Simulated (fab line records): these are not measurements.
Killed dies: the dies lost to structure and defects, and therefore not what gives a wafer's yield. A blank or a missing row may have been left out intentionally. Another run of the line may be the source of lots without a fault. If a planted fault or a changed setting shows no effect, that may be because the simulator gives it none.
Split-lot trial + flow n5 finfet + 21 wafers read across 7 lots, on a route 1938 steps long

## ON THE SPLIT
At N5_BEOL_M8_COAT_22 (resist thk 30 nm), the setting spin rpm was moved away from the recipe's 1500 rpm on 4 of the 21 wafers read, by -11.1% to +3.4%. This setting was run at the recipe's value on the other wafers.

The reading comes from the split's own step.

## THE READING
CAR-EUV_of_BEOL_M8_COAT_22.thk nm (the simulator's own value, which no gauge read), in nm, at N5_BEOL_M8_COAT_22 (resist thk 30 nm). The file does not state a usual value for it. Across the 17 wafers here that went through the recipe, the average is 30.0 nm and the standard deviation 0.1 nm.

| wafer  | tool, chamber at the split | spin rpm as run, rpm | against the recipe | CAR-EUV_of_BEOL_M8_COAT_22.thk nm, nm | against lot-mates on the recipe |
|--------|----------------------------|----------------------|--------------------|---------------------------------------|---------------------------------|
| L076.2 | litho track-04, 0          | 1500                 | recipe             | 30.2                                  | -                               |
| L076.4 | litho track-04, 0          | 1500                 | recipe             | 30.2                                  | -                               |
| L076.5 | litho track-04, 0          | 1500                 | recipe             | 30.2                                  | -                               |
| L078.4 | litho track-05, 0          | 1500                 | recipe             | 30                                    | -                               |
| L078.5 | litho track-05, 0          | 1500                 | recipe             | 30                                    | -                               |
| L078.6 | litho track-05, 0          | 1500                 | recipe             | 30                                    | -                               |
| L080.2 | litho track-02, 0          | 1333                 | -11.1%             | 32                                    | +1.8                            |
| L080.4 | litho track-02, 0          | 1333                 | -11.1%             | 32                                    | +1.8                            |
| L080.3 | litho track-02, 0          | 1500                 | recipe             | 30.2                                  | -                               |
| L088.1 | litho track-04, 0          | 1551                 | +3.4%              | 29.4                                  | -0.6                            |
| L088.2 | litho track-04, 0          | 1500                 | recipe             | 30                                    | -                               |
| L088.4 | litho track-04, 0          | 1551                 | +3.4%              | 29.6                                  | -0.4                            |
| L087.1 | litho track-02, 0          | 1500                 | recipe             | 30                                    | -                               |
| L087.2 | litho track-02, 0          | 1500                 | recipe             | 30                                    | -                               |
| L087.5 | litho track-02, 0          | 1500                 | recipe             | 30                                    | -                               |
| L089.1 | litho track-05, 0          | 1500                 | recipe             | 30                                    | -                               |
| L089.4 | litho track-05, 0          | 1500                 | recipe             | 30                                    | -                               |
| L089.3 | litho track-05, 0          | 1500                 | recipe             | 29.8                                  | -                               |
| L097.1 | litho track-04, 0          | 1500                 | recipe             | 30                                    | -                               |
| L097.3 | litho track-04, 0          | 1500                 | recipe             | 30                                    | -                               |
| L097.5 | litho track-04, 0          | 1500                 | recipe             | 30                                    | -                               |

THE FIT
A straight line over all 21 wafers: CAR-EUV_of_BEOL_M8_COAT_22.thk nm changes by -0.174 nm for each +1% of spin rpm; r = -0.99; the points scatter about the line by 0.1 nm.
The same after taking each lot's own level away (the mean of its wafers on the recipe; 21 wafers): -0.16 nm for each +1%; r = -1.00; scatter 0.052 nm.
On that fit, the largest move of spin rpm shifts the reading by 1.8 nm.
From 29.93 to 30.20 nm: that is the span of the lots' own levels, equal to 2.6 times the standard deviation above.
Consequently the slope shifts little with the lot-to-lot level, the two slopes agreeing.
Check: for one of the wafers moved furthest among these (-11.1%), held out of the fit, the line's prediction against its lot-mates is +1.78 nm. It came out at +1.8 nm against them.

## OTHER SPLITS ON THESE WAFERS
Note: prior to the reading, these wafers also went through further splits. Each is held against what the fit with the lots' levels taken away leaves over:
| other split on the same wafers   | wafers away from the commonest value | r with CAR-EUV_of_BEOL_M8_COAT_22.thk nm (lot level and that fit taken away) |
|----------------------------------|--------------------------------------|------------------------------------------------------------------------------|
| N5_BEOL_M4_EXPOSE_08 dose mj     | 7                                    | -0.05                                                                        |
| N5_BEOL_M5_VIA_ETCH_34 bias w    | 7                                    | +0.01                                                                        |
| N5_BEOL_M5_TRENCH_ETCH_37 time s | 9                                    | +0.03                                                                        |
| N5_BEOL_M6_EXPOSE_25 dose mj     | 6                                    | +0.37                                                                        |
| N5_BEOL_M6_DESCUM_33 time s      | 6                                    | -0.04                                                                        |
| N5_BEOL_M7_ETCH_41 source w      | 5                                    | +0.03                                                                        |

## FILE'S OWN FIT
CAR-EUV_of_BEOL_M8_COAT_22.thk nm changes by -0.16 nm for each +1% of spin rpm, r = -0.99.
